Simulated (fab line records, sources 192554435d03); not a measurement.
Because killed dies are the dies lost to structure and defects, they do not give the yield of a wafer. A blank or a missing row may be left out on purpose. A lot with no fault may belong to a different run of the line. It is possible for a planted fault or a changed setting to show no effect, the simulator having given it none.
Comparing a struck lot with a sound one | flow n5Finfet | 23 steps out of a route of 1938
Sound: wafers L187.1, L187.3, L187.6. Struck: wafers L197.2, L197.3, L197.4. The cause comes at the end.
Per side, at each step with rows, come the tool, then ch with its chambers, and then its first start. Under that, the readings that differ: sound wafers | struck wafers | difference of the means | sigmas: that difference in standard deviations of wafers without a fault.
alike: readings whose means differ by less than 2 such deviations, and words and numbers that are the same on both sides. not compared: withheld readings, readings that some wafer has no value for, bounds like >300 that may hide the same value, and numbers for which the record gives no deviation and whose values overlap.
Wherever a step has rows on one side only, a row that says differs or no value, or a row with sigmas, the two part there. When numbers do not overlap yet have no deviation, they are printed without sigmas and do not part them. Lack of a reading on every wafer of one side parts them only where that side has two or more wafers.

first, 9 steps without rows for these wafers: N5_BEOL_M1_ILD_DEP_00 (deposits SiOC from DEMS/O2, target thk 79 nm, time 15.3 s); N5_BEOL_M1_PECVD_72 (deposits SiO2 from TEOS/O2, target thk 16 nm, time 18 s); N5_BEOL_M1_HM_DEP_02 (deposits TiN, target thk 20 nm); N5_BEOL_M1_COAT_61 (time 60 s, resist thk 60 nm); N5_BEOL_M1_COAT_62 (time 60 s, resist thk 12 nm); N5_BEOL_M1_COAT_73 (time 60 s, resist thk 5 nm); N5_BEOL_M1_COAT_05 (resist thk 30 nm); N5_BEOL_M1_EBR_07; N5_BEOL_M1_SOFTBAKE_06 (time 60 s).
N5_BEOL_M1_EXPOSE_08: exposes mask M1.
  sound on euvScanner-01 ch 0, day 7 06:48; struck on euvScanner-01 ch 0, day 9 20:23
reading           | sound             | struck            | difference | sigmas
exposureDoseMJCm2 | 32.93 32.97 32.96 | 32.38 32.37 32.35 | -0.59      | -13
  alike: mask
then, 3 steps without rows for these wafers: N5_BEOL_M1_PEB_09 (peb time 60 s); N5_BEOL_M1_DEVELOP_10 (develop time 30 s); N5_BEOL_M1_DESCUM_16 (chemistry O2, time 7 s).
N5_BEOL_M1_ETCH_74: etches underlayer in N2/H2, target depth 6.5 nm, time 5.2 s.
  sound on rieDiel-05 ch 1,2,3, day 7 07:07; struck on rieDiel-04 ch 0,1,3, day 9 20:48
reading                       | sound   | struck         | difference | sigmas
model.BEOL_M1.cdOffsetNm (nm) | 0 0.2 0 | -0.6 -0.6 -0.6 | -0.7       | 
  alike: chamberPressureMTorr, drypumpMotorCurrentA, etchRfOnTimeS, oesProductAu, rfVppV, showerheadPlenumPTorr, throttleValvePct
  not compared: rfHoursCounterH
then, 5 steps without rows for these wafers: N5_BEOL_M1_ETCH_63 (etches SiARC in CF4, target depth 15.6 nm, time 26 s); N5_BEOL_M1_ETCH_64 (etches SOC in N2/H2, target depth 75 nm, overetch 15 nm, time 112.5 s); N5_BEOL_M1_STRIP_65 (strips in N2/H2); N5_BEOL_M1_STRIP_75 (strips in N2/H2); N5_BEOL_M1_STRIP_66 (strips in CF4).
N5_BEOL_M1_HM_OPEN_17: chemistry Cl2/BCl3, target TiN, target depth 20 nm, overetch 6 nm.
  sound on rieMetal-02 ch 0,1, day 7 07:20; struck on rieMetal-02 ch 0,1, day 9 21:01
reading                       | sound         | struck         | difference | sigmas
model.BEOL_M1.cdOffsetNm (nm) | -0.2 0.2 -0.2 | -0.6 -0.8 -0.8 | -0.7       | 
  alike: chamberPressureMTorr, drypumpMotorCurrentA, oesProductAu, throttleValvePct
  not compared: rfHoursCounterH
then, 1 step without rows for these wafers: N5_BEOL_M1_STRIP_19 (strips in O2).
N5_BEOL_M4_RC_MEAS_101:
  sound on prober-01 ch 0, day 9 01:38; struck on prober-02 ch 0, day 11 12:47
reading   | sound          | struck         | difference | sigmas
VT_P (mV) | -244 -248 -249 | -256 -252 -255 | -7         | -2
  alike: DIBL_N, DIBL_P, IOFF_N, IOFF_P, ION_N, ION_P, SS_N, SS_P, VT_N
-- the record jumps here: 4 days lie between the struck wafers' starts before and after (it left off in module BEOL_M4 and takes up again in module PASSIVATION, whose first step shown is number 1936 of the route) --
N5_PASSIVATION_PROBE_49:
  sound on prober-02, day 13 04:49; struck on prober-01, day 15 18:16
reading                 | sound       | struck      | difference | sigmas
sort_bin_5_function (%) | 4.0 4.9 4.9 | 5.5 8.6 6.0 | +2.1       | +2
  alike: defectLimitedYield, killed_at_M0_to_M3, killed_at_M4_up, killedAtContacts, killedAtFrontEnd, killedAtOther, killedDies, killedOnRim, killedOpen, killedShort, sort_bin_6_memory, sortNPass, sortYieldPct

== WHERE THEY PART ==
First at N5_BEOL_M1_EXPOSE_08; last, within this record, at N5_PASSIVATION_PROBE_49.

WHY: whatever the simulator had introduced
Process parameters drifting: euvScanner-01 at N5_BEOL_M1_EXPOSE_08, beginning at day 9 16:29. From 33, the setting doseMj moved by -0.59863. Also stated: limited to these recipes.
